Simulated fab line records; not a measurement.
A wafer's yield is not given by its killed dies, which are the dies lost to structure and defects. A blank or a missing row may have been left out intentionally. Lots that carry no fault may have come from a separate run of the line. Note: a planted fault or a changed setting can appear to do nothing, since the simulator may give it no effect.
Chamber matching :: flow nand_harc :: NHARC_P_CONTACT_ALD_22 on ald_metal-01: 4 sister chambers
The step deposits TiN, target thk 3 nm, pulse time 1 s, ald cycles 150. 14 wafers are shown with their chamber, then 6 later ones without.

## WAFERS WITH THEIR CHAMBER
wafer: L328.2
chamber: 2
heater_power_outer_w (W): 753
heater_power_w (W): 1234
precursor_pulse_height_rel: 0.998

wafer: L328.4
chamber: 0
heater_power_outer_w (W): 756
heater_power_w (W): 1243
precursor_pulse_height_rel: 1.015

wafer: L328.5
chamber: 0
heater_power_outer_w (W): 788
heater_power_w (W): 1188
precursor_pulse_height_rel: 1.004

wafer: L332.2
chamber: 2
heater_power_outer_w (W): 735
heater_power_w (W): 1218
precursor_pulse_height_rel: 0.981

wafer: L332.3
chamber: 1
heater_power_outer_w (W): 624
heater_power_w (W): 978
precursor_pulse_height_rel: 0.987

wafer: L332.4
chamber: 2
heater_power_outer_w (W): 731
heater_power_w (W): 1212
precursor_pulse_height_rel: 1.015

wafer: L334.1
chamber: 2
heater_power_outer_w (W): 730
heater_power_w (W): 1235
precursor_pulse_height_rel: 1.024

wafer: L334.4
chamber: 0
heater_power_outer_w (W): 769
heater_power_w (W): 1236
precursor_pulse_height_rel: 0.989

wafer: L334.5
chamber: 3
heater_power_outer_w (W): 772
heater_power_w (W): 1106
precursor_pulse_height_rel: 1.017

wafer: L338.1
chamber: 0
heater_power_outer_w (W): 771
heater_power_w (W): 1197
precursor_pulse_height_rel: 0.987

wafer: L338.3
chamber: 2
heater_power_outer_w (W): 715
heater_power_w (W): 1242
precursor_pulse_height_rel: 1.015

wafer: L338.4
chamber: 3
heater_power_outer_w (W): 779
heater_power_w (W): 1139
precursor_pulse_height_rel: 1.000

wafer: L340.1
chamber: 2
heater_power_outer_w (W): 719
heater_power_w (W): 1215
precursor_pulse_height_rel: 1.048

wafer: L340.4
chamber: 0
heater_power_outer_w (W): 777
heater_power_w (W): 1247
precursor_pulse_height_rel: 0.981

SIGNATURES, as means of the wafers listed above
reading: heater_power_outer_w
chamber 0: 772.20
chamber 1: 624.00
chamber 2: 730.50
chamber 3: 775.50
scatter within a chamber: 12.1

reading: heater_power_w
chamber 0: 1222.20
chamber 1: 978.00
chamber 2: 1226.00
chamber 3: 1122.50
scatter within a chamber: 20.9

reading: precursor_pulse_height_rel
chamber 0: 0.99520
chamber 1: 0.98700
chamber 2: 1.01350
chamber 3: 1.00850
scatter within a chamber: 0.0188
Rule: a wafer's distance from a chamber is the root of the sum, over the readings, of the square of ((its reading less the chamber's mean) divided by the reading's scatter). If the next closest chamber is less than 2 further off than the closest, the wafer can't be placed; otherwise it belongs to the closest. The scatter is the square root of a quotient: the sum, over the shown wafers, of each reading's squared deviation from its chamber's mean, divided by wafers minus chambers.

## WAFERS WITH NO CHAMBER GIVEN
wafer: L340.6
heater_power_outer_w (W): 714
heater_power_w (W): 1251
precursor_pulse_height_rel: 1.013

wafer: L342.1
heater_power_outer_w (W): 626
heater_power_w (W): 1031
precursor_pulse_height_rel: 0.990

wafer: L342.4
heater_power_outer_w (W): 748
heater_power_w (W): 1211
precursor_pulse_height_rel: 0.991

wafer: L343.1
heater_power_outer_w (W): 767
heater_power_w (W): 1239
precursor_pulse_height_rel: 0.999

wafer: L343.3
heater_power_outer_w (W): 731
heater_power_w (W): 1199
precursor_pulse_height_rel: 1.022

wafer: L343.4
heater_power_outer_w (W): 615
heater_power_w (W): 998
precursor_pulse_height_rel: 1.000

## WHICH CHAMBER EACH WENT THROUGH
wafer: L340.6
from the rows above: 2
in truth: 2

wafer: L342.1
from the rows above: 1
in truth: 1

wafer: L342.4
from the rows above: can't be placed: 2 or 0
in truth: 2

wafer: L343.1
from the rows above: 0
in truth: 0

wafer: L343.3
from the rows above: 2
in truth: 2

wafer: L343.4
from the rows above: 1
in truth: 1
Correct placement for 5 of the 6. Unplaceable from these rows: 1, with the true chamber sitting among the candidates in 1. 0 placed wrongly.
